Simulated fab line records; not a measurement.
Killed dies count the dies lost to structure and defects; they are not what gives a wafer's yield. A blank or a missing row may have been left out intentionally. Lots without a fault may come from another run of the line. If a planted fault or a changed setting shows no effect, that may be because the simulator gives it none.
fab line records	flow nand_harc
record: lots: 5	wafers: 15	last_day: 25
route steps=1159 shown P_GATE@126
lots that met no fault: from a run of the same line without faults
start_h: hours from the record's first day to the start of the lot's first wafer shown	wait_h: hours since the lot's step before	" the same as in the row above	L1.1+2: one row covering several wafers at once	- no value, or no start was given	* or withheld: withheld	< > ~ a bound
route shown NAME@n: a module of which the file shows steps, and the number in the route of the first	usual: the fault-free wafers' mean and standard deviation	same: alike in all rows	chamber/n: place in a boat	sites: per-site readings	_std_site: their standard deviation	_edge_site: outer sites' mean less inner sites'	radius_mm: for every site, how far away it sits from the centre of the wafer	mask NAME#n: copy n	behind: the tool/chamber that last shaped the wafer	hold: reason for holding the lot/hours on hold/outcome of the hold	device: transistor that didn't switch, given as n, p or np	end of line: tests run on the same wafers once the route is complete	step lacking rows: just its recipe	killed: the dies lost at the first sort to structure and to defects; this is not the yield of the wafer	map: dies across one wafer; x = killed, . = not, _ = none there
set.NAME: the run value of the setting; set.NAME@STEP: its run value at that earlier step	model.NAME: the simulator's own value behind a step, which no gauge read
a table for each step, a row for each wafer; lots at some steps of the route
services: the hour from which a tool's chamber was out of use, counted from the record's first day as start_h (under 0 if before that day), plus the number of hours and why
== steps ==
step: NHARC_P_GATE_STRIP_15
recipe: time_s: 780	temp_c: 130	chemistry: SPM
step: NHARC_P_GATE_PRECLEAN_71
recipe: time_s: *	temp_c: 50	bath_age_min: 0	chemistry: SC1
step: NHARC_P_GATE_SRD_72
step: NHARC_P_GATE_OXIDE_16
recipe: target_thk_a: 30	temp_c: 875	ox_time_s: 392	material: SiO2
step: NHARC_P_GATE_CVD_17
recipe: target_thk_a: 1500	temp_c: 620	time_s: 900	material: poly-Si
step: NHARC_P_GATE_HM_DEP_102
recipe: target_thk_a: 1200	temp_c: 400	material: aC
usual: throttle_valve_pct: 34.999/0.0088
lot.wafer	tool	chamber	start_h	wait_h	throttle_valve_pct
L253.1	acl_dep-02	0	118.20	5.8	35.006
L253.5	"	0	"	"	34.987
L253.6	"	0	"	"	35.006
L259.1	acl_dep-03	0	142.69	1.7	35.003
L259.3	"	0	"	"	34.988
L259.5	"	0	"	"	35.006
L261.2	acl_dep-03	0	170.53	4.7	35.015
L261.3	"	0	"	"	34.988
L261.6	"	0	"	"	35.005
L269.3	acl_dep-02	0	208.32	0.6	35.011
L269.4	"	0	"	"	35.000
L269.5	"	0	"	"	34.997
L272.3	acl_dep-01	0	231.54	5.9	34.993
L272.5	"	0	"	"	35.003
L272.6	"	0	"	"	35.005
step: NHARC_P_GATE_DEP_103
recipe: target_thk_a: 300	target_thk_nm: 30	temp_c: 400	flow_sccm: 200	rf_w: 350	material: SiON
usual: heater_power_w: 753/89	rf_fwd_power_W: 348.4/1.1
lot.wafer	tool	chamber	start_h	wait_h	heater_power_w	rf_fwd_power_W	since_wet_clean_h
L253.1	pecvd-04	0	118.86	0.6	738	348.5	92
L253.5	"	0	"	"	739	346.9	-
L253.6	"	2	"	"	839	349.0	-
L259.3	pecvd-03	0	143.42	0.4	848	349.1	19
L259.1	"	2	"	"	568	350.0	19
L259.5	"	1	"	"	736	349.8	-
L261.2	pecvd-01	0	171.09	0.5	930	349.1	102
L261.3	"	2	"	"	810	348.2	102
L261.6	"	0	"	"	953	348.0	-
L269.3	pecvd-04	0	208.80	0.4	724	347.9	1
L269.5	"	0	"	"	588	348.7	-
L269.4	"	2	"	"	898	348.3	-
L272.3	pecvd-04	0	232.11	0.5	714	348.7	-
L272.5	"	2	"	"	899	348.1	-
L272.6	"	0	"	"	728	347.9	-
step: NHARC_P_GATE_DEHYDRATE_18
recipe: temp_c: 150	time_s: 120
step: NHARC_P_GATE_HMDS_19
recipe: time_s: 30
step: NHARC_P_GATE_COAT_20
recipe: spin_rpm: 1500	resist_thk_nm: 90
step: NHARC_P_GATE_SOFTBAKE_21
recipe: temp_c: 105	time_s: 55
step: NHARC_P_GATE_EBR_22
step: NHARC_P_GATE_EXPOSE_23
recipe: na: 1.35	target_cd_nm: 120	dose_mj: 93.91	mask_id: P_GATE
lot.wafer	tool	chamber	start_h	wait_h	mask
L253.1+5+6	arfi_scanner-03	0	119.27	-	P_GATE#0
L259.1+3+5	arfi_scanner-01	0	143.84	-	P_GATE_R1#0
L261.2+3+6	arfi_scanner-01	0	171.51	-	P_GATE#0
L269.3+4+5	arfi_scanner-02	0	209.47	-	P_GATE#0
L272.3+5+6	arfi_scanner-02	0	232.62	-	P_GATE#0
step: NHARC_P_GATE_PEB_24
recipe: peb_temp_c: 100	peb_time_s: 65
step: NHARC_P_GATE_DEVELOP_25
recipe: develop_time_s: 35	dev_temp_c: 23
step: NHARC_P_GATE_CD_MEAS_26
recipe: target_cd_nm: 120	landing_energy_ev: 500
usual: cd_nm: 119.7/0.52
lot.wafer	tool	chamber	start_h	wait_h	cd_nm
L253.1	cd_sem-03	0	119.41	-	120.0
L253.5	"	0	"	"	119.7
L253.6	"	0	"	"	119.8
L259.1	cd_sem-02	0	143.98	-	116.5
L259.3	"	0	"	"	117.2
L259.5	"	0	"	"	117.1
L261.2	cd_sem-02	0	171.65	-	120.2
L261.3	"	0	"	"	119.2
L261.6	"	0	"	"	119.9
L269.3	cd_sem-02	0	209.60	-	121.2
L269.4	"	0	"	"	120.0
L269.5	"	0	"	"	120.7
L272.3	cd_sem-03	0	232.75	-	120.2
L272.5	"	0	"	"	120.1
L272.6	"	0	"	"	119.5
step: NHARC_P_GATE_OVL_MEAS_27
usual: overlay_x_nm: 0.1/0.69	overlay_y_nm: -0.2/0.77
lot.wafer	tool	chamber	start_h	wait_h	overlay_x_nm	overlay_y_nm
L253.1	overlay-01	-	119.50	-	0.6	-0.4
L253.5	"	-	"	"	0.2	0.1
L253.6	"	-	"	"	0.7	0.1
L259.1	overlay-01	-	144.06	-	1.1	0.1
L259.3	"	-	"	"	1.4	-0.5
L259.5	"	-	"	"	1.1	-0.2
L261.2	overlay-01	-	171.73	-	-0.6	-1.5
L261.3	"	-	"	"	-1.0	-1.9
L261.6	"	-	"	"	-0.5	-2.0
L269.3	overlay-01	-	209.69	-	-0.5	-0.4
L269.4	"	-	"	"	-0.7	0.0
L269.5	"	-	"	"	-0.6	-0.4
L272.3	overlay-01	-	232.84	-	0.2	-0.3
L272.5	"	-	"	"	-0.1	-1.0
L272.6	"	-	"	"	0.1	-0.2
step: NHARC_P_GATE_INSPECT_28
usual: raw_defect_count: 5.9/2.9
lot.wafer	tool	chamber	start_h	wait_h	raw_defect_count
L253.1	defect_inspect-01	-	119.54	0.0	5
L253.5	"	-	"	"	11
L253.6	"	-	"	"	12
L259.1	defect_inspect-02	-	144.10	0.0	5
L259.3	"	-	"	"	5
L259.5	"	-	"	"	7
L261.2	defect_inspect-02	-	171.77	0.0	5
L261.3	"	-	"	"	9
L261.6	"	-	"	"	12
L269.3	defect_inspect-01	-	209.72	0.0	5
L269.4	"	-	"	"	7
L269.5	"	-	"	"	7
L272.3	defect_inspect-01	-	232.87	0.0	4
L272.5	"	-	"	"	7
L272.6	"	-	"	"	12
step: NHARC_P_GATE_DESCUM_31
recipe: time_s: 3	o2_flow_sccm: 200	ar_flow_sccm: 0	bias_power_w: 0	chemistry: O2
usual: drypump_motor_current_A: 5.8/0.34	o2_flow_sccm: 200.0/0.57	oes_product_au: 0.997/0.008	rf_vpp_V: 57.6/0.85	showerhead_plenum_p_Torr: 1.87/0.074	throttle_valve_pct: 11.311/0.009
lot.wafer	tool	chamber	start_h	wait_h	drypump_motor_current_A	o2_flow_sccm	oes_product_au	rf_hours_counter_h	rf_vpp_V	showerhead_plenum_p_Torr	throttle_valve_pct	model.P_GATE.cd_nm
L253.1	rie_diel-03	2	119.60	0.1	5.9	200.3	0.998	24	57.9	2.01	11.318	120.6
L253.6	"	2	"	"	5.9	200.9	1.002	-	57.8	2.01	11.305	120.8
L253.5	"	3	"	"	5.7	199.3	1.008	-	56.8	1.85	11.321	119.9
L259.3	rie_diel-03	0	144.16	0.1	5.9	200.4	0.989	34	58.0	1.93	11.313	117.4
L259.1	"	3	"	"	5.7	199.2	0.995	34	56.1	1.85	11.321	116.7
L259.5	"	1	"	"	5.6	200.7	0.983	-	59.0	1.94	11.311	117.4
L261.2	rie_diel-03	1	171.84	0.1	5.6	199.5	0.991	39	58.6	1.94	11.316	120.2
L261.3	"	3	"	"	5.7	199.5	1.006	49	58.6	1.84	11.312	119.2
L261.6	"	1	"	"	5.7	198.5	0.990	-	57.4	1.94	11.308	119.8
L269.4	rie_diel-02	2	209.80	0.1	5.7	199.4	1.006	19	58.5	1.87	11.320	120.3
L269.3	"	3	"	"	6.5	200.5	1.002	19	56.3	1.77	11.322	120.7
L269.5	"	0	"	"	6.3	200.0	0.996	-	56.7	1.87	11.305	120.8
L272.3	rie_diel-03	3	232.96	0.1	5.7	199.7	0.985	3	58.0	1.84	11.301	120.7
L272.5	"	0	"	"	5.9	199.4	1.004	-	56.9	1.92	11.311	120.9
L272.6	"	1	"	"	5.6	200.6	0.995	-	56.7	1.93	11.293	120.2
step: NHARC_P_GATE_ETCH_104
recipe: target_depth_a: 600	time_s: withheld	cf4_flow_sccm: 100	chf3_flow_sccm: 30	ar_flow_sccm: 0	rf_w: 500	bias_w: 200	chemistry: CF4/CHF3
usual: drypump_motor_current_A: 5.8/0.33	oes_product_au: 0.938/0.02	rf_fwd_power_W: 492.8/2.1	rf_vpp_V: 369.4/2	showerhead_plenum_p_Torr: 1.54/0.056	throttle_valve_pct: 16.803/0.0087
lot.wafer	tool	chamber	start_h	wait_h	drypump_motor_current_A	oes_product_au	rf_fwd_power_W	rf_vpp_V	showerhead_plenum_p_Torr	throttle_valve_pct	model.P_GATE.cd_nm
L253.1	rie_diel-03	3	119.70	0.1	5.7	0.938	498.2	368.0	1.52	16.806	121.2
L253.5	"	0	"	"	5.9	0.913	495.3	370.3	1.59	16.802	120.7
L253.6	"	1	"	"	5.7	0.926	492.2	371.8	1.60	16.785	121
L259.1	rie_diel-03	0	144.38	0.2	5.9	0.917	492.9	370.8	1.58	16.804	117.6
L259.3	"	2	"	"	5.9	0.926	493.2	371.6	1.65	16.803	117.7
L259.5	"	0	"	"	5.9	0.924	495.6	368.9	1.58	16.796	118.2
L261.3	rie_diel-03	3	172.14	0.3	5.7	0.959	492.9	369.1	1.52	16.802	119.9
L261.2	"	0	"	"	5.9	0.944	497.7	370.1	1.58	16.801	120.9
L261.6	"	0	"	"	5.9	0.948	494.8	370.7	1.58	16.802	120.5
L269.3	rie_diel-02	3	209.90	0.1	6.4	0.960	490.4	367.6	1.46	16.809	121.1
L269.4	"	1	"	"	5.1	0.964	491.2	366.9	1.47	16.792	120.6
L269.5	"	3	"	"	6.5	0.945	491.3	366.9	1.46	16.809	121.2
L272.3	rie_diel-03	2	233.02	0.1	5.9	0.952	494.7	372.1	1.64	16.813	120.9
L272.6	"	2	"	"	5.9	0.966	492.7	373.3	1.64	16.801	120.3
L272.5	"	3	"	"	5.7	0.948	489.7	368.4	1.51	16.796	121.5
step: NHARC_P_GATE_HM_OPEN_105
recipe: target_depth_a: 3600	o2_flow_sccm: 400	cos_flow_sccm: 20	ar_flow_sccm: 0	rf_w: 500	bias_w: 300	chemistry: O2/COS
usual: drypump_motor_current_A: 5.8/0.34	o2_flow_sccm: 400.0/1.2	oes_product_au: 0.998/0.0084	rf_fwd_power_W: 498.1/1.6	rf_vpp_V: 465.7/2.6	showerhead_plenum_p_Torr: 3.05/0.11	throttle_valve_pct: 28.331/0.009
lot.wafer	tool	chamber	start_h	wait_h	drypump_motor_current_A	o2_flow_sccm	oes_product_au	rf_fwd_power_W	rf_hours_counter_h	rf_vpp_V	showerhead_plenum_p_Torr	throttle_valve_pct
L253.1	rie_diel-03	1	-	-	5.7	399.9	1.002	499.2	19	469.9	3.17	28.343
L253.6	"	3	"	"	5.7	398.1	1.002	498.8	-	464.5	3.03	28.347
L253.5	"	0	"	"	5.9	401.3	1.005	498.4	-	467.0	3.15	28.334
L259.1	rie_diel-03	2	-	-	5.9	400.3	0.987	497.6	30	470.2	3.27	28.317
L259.3	"	0	"	"	5.9	401.4	0.989	498.9	34	467.2	3.14	28.318
L259.5	"	2	"	"	5.9	398.3	0.992	499.7	-	469.1	3.27	28.314
L261.3	rie_diel-03	1	-	-	5.7	398.8	0.994	499.4	40	469.6	3.16	28.338
L261.2	"	2	"	"	5.9	400.7	0.994	498.5	43	471.0	3.26	28.337
L261.6	"	3	"	"	5.7	397.8	1.005	498.6	-	463.0	3.01	28.320
L269.3	rie_diel-02	1	-	-	5.1	399.3	1.015	495.9	17	464.9	2.91	28.326
L269.4	"	0	"	"	6.3	400.8	0.991	498.5	16	465.9	3.05	28.334
L269.5	"	1	"	"	5.1	400.3	1.017	497.2	-	462.6	2.91	28.333
L272.3	rie_diel-03	2	-	-	5.9	398.9	0.998	498.7	3	469.9	3.25	28.320
L272.6	"	1	"	"	5.6	398.1	0.994	497.3	-	468.6	3.15	28.332
L272.5	"	2	"	"	5.9	400.2	0.988	497.5	-	470.4	3.25	28.323
== services ==
tool	chamber	start_h	hours	kind
rie_diel-03	0	97.81	-	clean
rie_diel-03	1	97.81	-	clean
pecvd-01	-	98.46	1.2	repair
rie_diel-02	1	111.34	3.7	repair
pecvd-03	-	111.41	13.0	pm
acl_dep-01	-	113.05	13.0	pm
rie_diel-03	2	122.14	2.1	repair
arfi_scanner-01	-	124.97	0.7	repair
arfi_scanner-03	-	140.00	4.0	pm
arfi_scanner-02	-	142.61	1.2	repair
rie_diel-02	2	146.62	4.9	repair
rie_diel-02	-	150.76	9.0	pm
pecvd-04	0	151.19	3.4	repair
pecvd-04	-	155.90	1.0	repair
acl_dep-02	-	168.82	13.0	pm
pecvd-01	2	177.05	2.4	repair
pecvd-04	-	195.28	13.0	pm
arfi_scanner-01	-	196.00	4.0	pm
arfi_scanner-02	-	214.96	2.1	repair
rie_diel-03	-	215.40	9.0	pm
pecvd-03	1	221.16	8.3	repair
acl_dep-03	-	225.17	13.0	pm
pecvd-04	1	227.64	5.6	repair
arfi_scanner-03	-	231.13	1.0	repair
== key ==
first_sign: step: NHARC_P_GATE_EXPOSE_23	reading: mask	direction: changed
effect: step: NHARC_P_GATE_CD_MEAS_26	reading: cd_nm	direction: down	sigmas: 5.5	usual: 119.7	struck: 116.9
model_effect: step: NHARC_P_GATE_DESCUM_31	value: P_GATE.cd_nm	without: 120	struck: 117.2
model_effect: step: NHARC_P_GATE_ETCH_104	value: P_GATE.cd_nm	without: 120.7	struck: 117.8
met_at NHARC_P_GATE_EXPOSE_23
struck_wafers L259.1,L259.3,L259.5
tester_left_out L259
fault: kind: wrong_mask	tool: any	chamber: -	onset_h: 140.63	steps: NHARC_P_GATE_EXPOSE_23	aux_copy: P_GATE_R1#0	cd_offset_nm: -2.8726	scope: struck_lots_only
tester_left_out: of these lots the tester's yield and bins aren't shown, on N5 and GAA mostly nor the transistor test; their killed dies are dies lost to structure and defects alone, not to doping, threshold or leakage, so they don't give the yield
